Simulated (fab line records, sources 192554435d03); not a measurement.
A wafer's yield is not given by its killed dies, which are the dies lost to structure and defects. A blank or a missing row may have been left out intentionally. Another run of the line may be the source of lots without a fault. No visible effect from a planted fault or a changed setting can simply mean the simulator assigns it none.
What tool caused it? :: flow n5Finfet :: 11 lots, 30 wafers sampled, at 5 steps of a route of 1938

## WHAT THE GAUGES READ, wafer by wafer
N5_BEOL_M4_RC_MEAS_101. Usual: DIBL_N 35.9 mV/V, standard deviation 1.8; DIBL_P 36.2 mV/V, standard deviation 2; IOFF_N 0.16 nA/um, standard deviation 0.031; IOFF_P 0.22 nA/um, standard deviation 0.041; ION_N 676 uA/um, standard deviation 11; ION_P 465 uA/um, standard deviation 8.5; REXT_N 75.2 ohm.um, standard deviation 1.8; REXT_P 100.7 ohm.um, standard deviation 1.8; SS_N 71.4 mV/dec, standard deviation 0.64; SS_P 73.2 mV/dec, standard deviation 0.7; VT_N 250 mV, standard deviation 3.5; VT_P -250 mV, standard deviation 3.9.
lot: L200
measured: day 8 04:23
on: prober-01
DIBL_N (mV/V): 35.4 36.9 35.3
DIBL_P (mV/V): 35.3 37.8 34.9
IOFF_N (nA/um): 0.13 0.17 0.14
IOFF_P (nA/um): 0.22 0.29 0.23
ION_N (uA/um): 672 694 674
ION_P (uA/um): 466 484 476
REXT_N (ohm.um): 75.5 75.2 75.3
REXT_P (ohm.um): 100.8 99.6 101.1
SS_N (mV/dec): 71.4 71.1 70.7
SS_P (mV/dec): 72.4 73.3 73.0
VT_N (mV): 255 249 252
VT_P (mV): -249 -244 -246
flag: 

lot: L202
measured: day 8 14:21
on: prober-02
DIBL_N (mV/V): 36.6 33.5 35.1
DIBL_P (mV/V): 35.9 32.5 35.4
IOFF_N (nA/um): 0.17 0.11 0.15
IOFF_P (nA/um): 0.19 0.15 0.18
ION_N (uA/um): 673 657 676
ION_P (uA/um): 449 450 457
REXT_N (ohm.um): 77.4 77.6 77.3
REXT_P (ohm.um): 102.7 101.5 102.7
SS_N (mV/dec): 71.5 70.8 71.1
SS_P (mV/dec): 73.4 71.8 72.0
VT_N (mV): 250 252 250
VT_P (mV): -251 -254 -251
flag: 

lot: L203
measured: day 8 21:01
on: prober-02
DIBL_N (mV/V): 32.6 29.3 34.5
DIBL_P (mV/V): 34.6 29.7 34.9
IOFF_N (nA/um): 0.12 0.08 0.14
IOFF_P (nA/um): 0.18 0.12 0.18
ION_N (uA/um): 668 652 655
ION_P (uA/um): 462 450 451
REXT_N (ohm.um): 76.6 75.4 75.0
REXT_P (ohm.um): 104.3 103.9 106.1
SS_N (mV/dec): 70.5 70.0 71.0
SS_P (mV/dec): 72.7 71.0 71.9
VT_N (mV): 254 260 252
VT_P (mV): -248 -254 -251
flag: 

lot: L204
measured: day 9 03:10
on: prober-01
DIBL_N (mV/V): 36.8 36.2 34.8
DIBL_P (mV/V): 36.1 35.4 34.8
IOFF_N (nA/um): 0.18 0.15 0.15
IOFF_P (nA/um): 0.25 0.24 0.23
ION_N (uA/um): 681 673 678
ION_P (uA/um): 471 474 472
REXT_N (ohm.um): 76.1 76.6 76.0
REXT_P (ohm.um): 102.3 101.6 101.3
SS_N (mV/dec): 72.3 71.4 71.2
SS_P (mV/dec): 73.8 74.1 73.0
VT_N (mV): 249 250 249
VT_P (mV): -244 -245 -247
flag: 

lot: L205
measured: day 9 22:53
on: prober-02
DIBL_N (mV/V): 35.2 36.6 34.1
DIBL_P (mV/V): 35.6 37.7 34.7
IOFF_N (nA/um): 0.13 0.16 0.12
IOFF_P (nA/um): 0.18 0.22 0.16
ION_N (uA/um): 658 671 672
ION_P (uA/um): 448 462 462
REXT_N (ohm.um): 76.1 75.7 76.0
REXT_P (ohm.um): 99.1 96.1 98.0
SS_N (mV/dec): 72.0 72.2 71.5
SS_P (mV/dec): 73.5 73.9 73.3
VT_N (mV): 252 248 252
VT_P (mV): -258 -254 -255
flag: 

lot: L207
measured: day 9 22:11
on: prober-01
DIBL_N (mV/V): 34.1 36.5 36.3
DIBL_P (mV/V): 32.5 35.7 35.0
IOFF_N (nA/um): 0.12 0.17 0.16
IOFF_P (nA/um): 0.19 0.24 0.22
ION_N (uA/um): 672 682 675
ION_P (uA/um): 468 464 459
REXT_N (ohm.um): 76.2 76.9 76.6
REXT_P (ohm.um): 99.4 101.4 100.5
SS_N (mV/dec): 71.3 71.4 71.6
SS_P (mV/dec): 72.5 73.8 72.7
VT_N (mV): 253 247 249
VT_P (mV): -250 -247 -247
flag: 

lot: L213
measured: day 11 12:02
on: prober-01
DIBL_N (mV/V): 37.3 33.9
DIBL_P (mV/V): 38.2 34.9
IOFF_N (nA/um): 0.20 0.13
IOFF_P (nA/um): 0.27 0.18
ION_N (uA/um): 694 663
ION_P (uA/um): 477 459
REXT_N (ohm.um): 68.3 72.5
REXT_P (ohm.um): 97.1 101.5
SS_N (mV/dec): 71.0 71.3
SS_P (mV/dec): 73.5 72.6
VT_N (mV): 245 251
VT_P (mV): -246 -253
flag: 

lot: L214
measured: day 11 17:13
on: prober-01
DIBL_N (mV/V): 39.4 34.1
DIBL_P (mV/V): 38.9 34.6
IOFF_N (nA/um): 0.26 0.15
IOFF_P (nA/um): 0.33 0.23
ION_N (uA/um): 700 679
ION_P (uA/um): 485 469
REXT_N (ohm.um): 72.6 77.0
REXT_P (ohm.um): 93.7 99.1
SS_N (mV/dec): 72.1 70.5
SS_P (mV/dec): 74.0 73.6
VT_N (mV): 241 250
VT_P (mV): -241 -245
flag: 

lot: L216
measured: day 12 02:34
on: prober-01
DIBL_N (mV/V): 40.2 36.2
DIBL_P (mV/V): 38.8 35.4
IOFF_N (nA/um): 0.26 0.16
IOFF_P (nA/um): 0.32 0.21
ION_N (uA/um): 703 671
ION_P (uA/um): 482 462
REXT_N (ohm.um): 70.4 76.3
REXT_P (ohm.um): 93.2 99.8
SS_N (mV/dec): 72.8 72.0
SS_P (mV/dec): 73.3 73.4
VT_N (mV): 240 250
VT_P (mV): -242 -251
flag: 

lot: L219
measured: day 13 02:40
on: prober-01
DIBL_N (mV/V): 38.3 38.3 37.5
DIBL_P (mV/V): 40.2 39.0 37.9
IOFF_N (nA/um): 0.22 0.20 0.18
IOFF_P (nA/um): 0.28 0.26 0.24
ION_N (uA/um): 679 685 678
ION_P (uA/um): 470 476 464
REXT_N (ohm.um): 73.7 73.9 73.6
REXT_P (ohm.um): 97.8 97.4 98.2
SS_N (mV/dec): 72.5 72.2 72.2
SS_P (mV/dec): 74.3 73.0 73.7
VT_N (mV): 247 246 248
VT_P (mV): -245 -246 -247
flag: 

lot: L222
measured: day 13 20:48
on: prober-02
DIBL_N (mV/V): 35.1 37.9 37.0
DIBL_P (mV/V): 35.2 37.1 36.8
IOFF_N (nA/um): 0.14 0.18 0.16
IOFF_P (nA/um): 0.21 0.24 0.24
ION_N (uA/um): 684 691 678
ION_P (uA/um): 470 473 470
REXT_N (ohm.um): 72.0 70.7 71.8
REXT_P (ohm.um): 103.0 102.1 102.6
SS_N (mV/dec): 71.1 71.3 71.6
SS_P (mV/dec): 72.6 74.2 73.5
VT_N (mV): 247 248 248
VT_P (mV): -248 -248 -248
flag: 

## TOOL THAT RAN EACH LOT (tool first, then ch and the chambers of the sampled wafers, then the start)
lot: L200
N5_SPACER0_ALD_07: aldSin-04 ch 1,2,3, day 2 23:33
N5_BEOL_M4_SURFACE_TREAT_85: pvdSputter-01, day 8 00:34
N5_BEOL_M4_ANNEAL_82: pvdSputter-01, day 8 01:22
N5_BEOL_M4_ANNEAL_93: pvdSputter-01, day 8 02:15

lot: L202
N5_SPACER0_ALD_07: aldSin-01 ch 1,2, day 3 12:07
N5_BEOL_M4_SURFACE_TREAT_85: pvdSputter-02, day 8 09:43
N5_BEOL_M4_ANNEAL_82: pvdSputter-02, day 8 10:29
N5_BEOL_M4_ANNEAL_93: pvdSputter-02, day 8 11:22

lot: L203
N5_SPACER0_ALD_07: aldSin-03 ch 0,1, day 3 17:02
N5_BEOL_M4_SURFACE_TREAT_85: pvdSputter-01, day 8 16:59
N5_BEOL_M4_ANNEAL_82: pvdSputter-03, day 8 18:16
N5_BEOL_M4_ANNEAL_93: pvdSputter-03, day 8 19:08

lot: L204
N5_SPACER0_ALD_07: aldSin-04 ch 0,2,3, day 4 00:45
N5_BEOL_M4_SURFACE_TREAT_85: pvdSputter-02, day 8 22:40
N5_BEOL_M4_ANNEAL_82: pvdSputter-02, day 8 23:29
N5_BEOL_M4_ANNEAL_93: pvdSputter-02, day 9 00:22

lot: L205
N5_SPACER0_ALD_07: aldSin-01 ch 0,1, day 4 05:33
N5_BEOL_M4_SURFACE_TREAT_85: pvdSputter-01, day 9 16:47
N5_BEOL_M4_ANNEAL_82: pvdSputter-01, day 9 17:38
N5_BEOL_M4_ANNEAL_93: pvdSputter-01, day 9 18:31

lot: L207
N5_SPACER0_ALD_07: aldSin-04 ch 0,1,3, day 4 17:53
N5_BEOL_M4_SURFACE_TREAT_85: pvdSputter-01, day 9 16:44
N5_BEOL_M4_ANNEAL_82: pvdSputter-03, day 9 17:29
N5_BEOL_M4_ANNEAL_93: pvdSputter-03, day 9 18:22

lot: L213
N5_SPACER0_ALD_07: aldSin-04 ch 1,2, day 6 10:05
N5_BEOL_M4_SURFACE_TREAT_85: pvdSputter-03, day 11 08:55
N5_BEOL_M4_ANNEAL_82: pvdSputter-01, day 11 09:40
N5_BEOL_M4_ANNEAL_93: pvdSputter-01, day 11 10:33

lot: L214
N5_SPACER0_ALD_07: aldSin-04 ch 0,2, day 6 14:17
N5_BEOL_M4_SURFACE_TREAT_85: pvdSputter-02, day 11 13:59
N5_BEOL_M4_ANNEAL_82: pvdSputter-01, day 11 14:52
N5_BEOL_M4_ANNEAL_93: pvdSputter-01, day 11 15:45

lot: L216
N5_SPACER0_ALD_07: aldSin-04 ch 3, day 7 01:11
N5_BEOL_M4_SURFACE_TREAT_85: pvdSputter-02, day 11 23:08
N5_BEOL_M4_ANNEAL_82: pvdSputter-03, day 12 00:11
N5_BEOL_M4_ANNEAL_93: pvdSputter-03, day 12 01:04

lot: L219
N5_SPACER0_ALD_07: aldSin-03 ch 0,2,3, day 7 17:45
N5_BEOL_M4_SURFACE_TREAT_85: pvdSputter-03, day 12 23:35
N5_BEOL_M4_ANNEAL_82: pvdSputter-01, day 13 00:20
N5_BEOL_M4_ANNEAL_93: pvdSputter-01, day 13 01:13

lot: L222
N5_SPACER0_ALD_07: aldSin-01 ch 2,3, day 8 15:19
N5_BEOL_M4_SURFACE_TREAT_85: pvdSputter-03, day 13 16:23
N5_BEOL_M4_ANNEAL_82: pvdSputter-02, day 13 18:02
N5_BEOL_M4_ANNEAL_93: pvdSputter-02, day 13 18:55
- N5_SPACER0_ALD_07: deposits SiNx, target thk 2 nm.
- N5_BEOL_M4_SURFACE_TREAT_85
- N5_BEOL_M4_ANNEAL_82: time 240 s.
- N5_BEOL_M4_ANNEAL_93: time 240 s.

## AS READ BY THE TOOLS THEMSELVES (means over the sampled wafers that have a number; for cases with no such wafer, the mark the record gives instead)
N5_SPACER0_ALD_07. Usual: 835 W for heaterPowerW, sd 67.
lot: L200
tool: aldSin-04
heaterPowerW (W): 818
flag: 

lot: L202
tool: aldSin-01
heaterPowerW (W): 803
flag: 

lot: L203
tool: aldSin-03
heaterPowerW (W): 936
flag: 

lot: L204
tool: aldSin-04
heaterPowerW (W): 832
flag: 

lot: L205
tool: aldSin-01
heaterPowerW (W): 816
flag: 

lot: L207
tool: aldSin-04
heaterPowerW (W): 863
flag: 

lot: L213
tool: aldSin-04
heaterPowerW (W): 762
flag: 

lot: L214
tool: aldSin-04
heaterPowerW (W): 789
flag: 

lot: L216
tool: aldSin-04
heaterPowerW (W): 897
flag: 

lot: L219
tool: aldSin-03
heaterPowerW (W): 870
flag: 

lot: L222
tool: aldSin-01
heaterPowerW (W): 785
flag: 

N5_BEOL_M4_ANNEAL_82. Usual: 845 W for heaterPowerW, sd 100.
lot: L200
tool: pvdSputter-01
heaterPowerW (W): 954
flag: 

lot: L202
tool: pvdSputter-02
heaterPowerW (W): 752
flag: 

lot: L203
tool: pvdSputter-03
heaterPowerW (W): 882
flag: 

lot: L204
tool: pvdSputter-02
heaterPowerW (W): 832
flag: 

lot: L205
tool: pvdSputter-01
heaterPowerW (W): 835
flag: 

lot: L207
tool: pvdSputter-03
heaterPowerW (W): 901
flag: 

lot: L213
tool: pvdSputter-01
heaterPowerW (W): 906
flag: 

lot: L214
tool: pvdSputter-01
heaterPowerW (W): 790
flag: 

lot: L216
tool: pvdSputter-03
heaterPowerW (W): 861
flag: 

lot: L219
tool: pvdSputter-01
heaterPowerW (W): 871
flag: 

lot: L222
tool: pvdSputter-02
heaterPowerW (W): 783
flag: 

N5_BEOL_M4_ANNEAL_93. Usual: 843 W for heaterPowerW, sd 99.
lot: L200
tool: pvdSputter-01
heaterPowerW (W): 944
flag: 

lot: L202
tool: pvdSputter-02
heaterPowerW (W): 740
flag: 

lot: L203
tool: pvdSputter-03
heaterPowerW (W): 899
flag: 

lot: L204
tool: pvdSputter-02
heaterPowerW (W): 830
flag: 

lot: L205
tool: pvdSputter-01
heaterPowerW (W): 847
flag: 

lot: L207
tool: pvdSputter-03
heaterPowerW (W): 902
flag: 

lot: L213
tool: pvdSputter-01
heaterPowerW (W): 903
flag: 

lot: L214
tool: pvdSputter-01
heaterPowerW (W): 795
flag: 

lot: L216
tool: pvdSputter-03
heaterPowerW (W): 870
flag: 

lot: L219
tool: pvdSputter-01
heaterPowerW (W): 868
flag: 

lot: L222
tool: pvdSputter-02
heaterPowerW (W): 789
flag: 

## THE ANSWER, worked out from the rows above alone
Rule: a lot counts as off when the mean over its wafers that have a number is more than 3 standard deviations away from the usual mean. Also off: a lot with no number at a reading for which 4 or more lots have one. Any other lot the step has rows for is counted as sound. Order of review: gauges by route order, followed by the tools' own readings, for which a lot's mean as printed above is used. At the first step where some lot is off, the reading lying furthest off is the one used; lots without a number count as furthest.
No lot is off on any of the readings shown, so nothing can be concluded from this.

## WHAT WAS PUT IN BY THE SIMULATOR
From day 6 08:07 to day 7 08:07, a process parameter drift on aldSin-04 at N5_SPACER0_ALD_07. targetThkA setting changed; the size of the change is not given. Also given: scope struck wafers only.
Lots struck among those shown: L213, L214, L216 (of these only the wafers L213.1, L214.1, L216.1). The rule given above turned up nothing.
